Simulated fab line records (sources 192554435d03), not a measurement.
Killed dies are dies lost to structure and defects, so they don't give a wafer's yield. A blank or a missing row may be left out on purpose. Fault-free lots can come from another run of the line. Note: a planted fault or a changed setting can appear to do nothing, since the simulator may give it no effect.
Matching of chambers -- flow n5Finfet -- pecvd-02 running N5_BEOL_M0_SAQP_ILD_DEP_01: 3 sister chambers
The step deposits SiOC from DEMS/O2, target thk 45.419 nm, time 8.7 s. 3 wafers are shown with their chamber, then 8 later ones without.

== EACH WAFER AND ITS CHAMBER ==
wafer,chamber,throttleValvePct (%)
L088.4,2,10.9
L088.5,0,11.8
L092.2,1,12.0

== WAFERS WHOSE CHAMBER IS MISSING ==
wafer,throttleValvePct (%)
L092.4,11.5
L092.5,11.2
L076.2,11.3
L076.3,12.0
L076.5,12.3
L097.1,11.9
L097.3,12.1
L097.6,11.1

== EACH ONE'S CHAMBER ==
wafer,from the rows above,in truth
L092.4,can't be placed: 0 or 1 or 2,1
L092.5,can't be placed: 2 or 0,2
L076.2,can't be placed: 2 or 0 or 1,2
L076.3,can't be placed: 1 or 0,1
L076.5,can't be placed: 1 or 0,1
L097.1,can't be placed: 0 or 1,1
L097.3,can't be placed: 1 or 0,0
L097.6,2,2
Correctly placed: 1 of 8. Not placeable from these rows: 7 (in 7, the candidates include the true chamber). Wrongly placed: 0.
How it was worked out, from the rows above alone: a wafer's distance from a chamber is the root of the sum, over the readings, of the square of ((its reading less the chamber's mean) divided by the reading's scatter). The wafer belongs to the nearest chamber; if the next one is less than 2 further off, it can't be placed. A chamber's mean is the mean of its shown wafers. The scatter (one wafer shown for each chamber): square how far every hidden wafer sits from the nearest shown wafer, average those squares and take the square root.
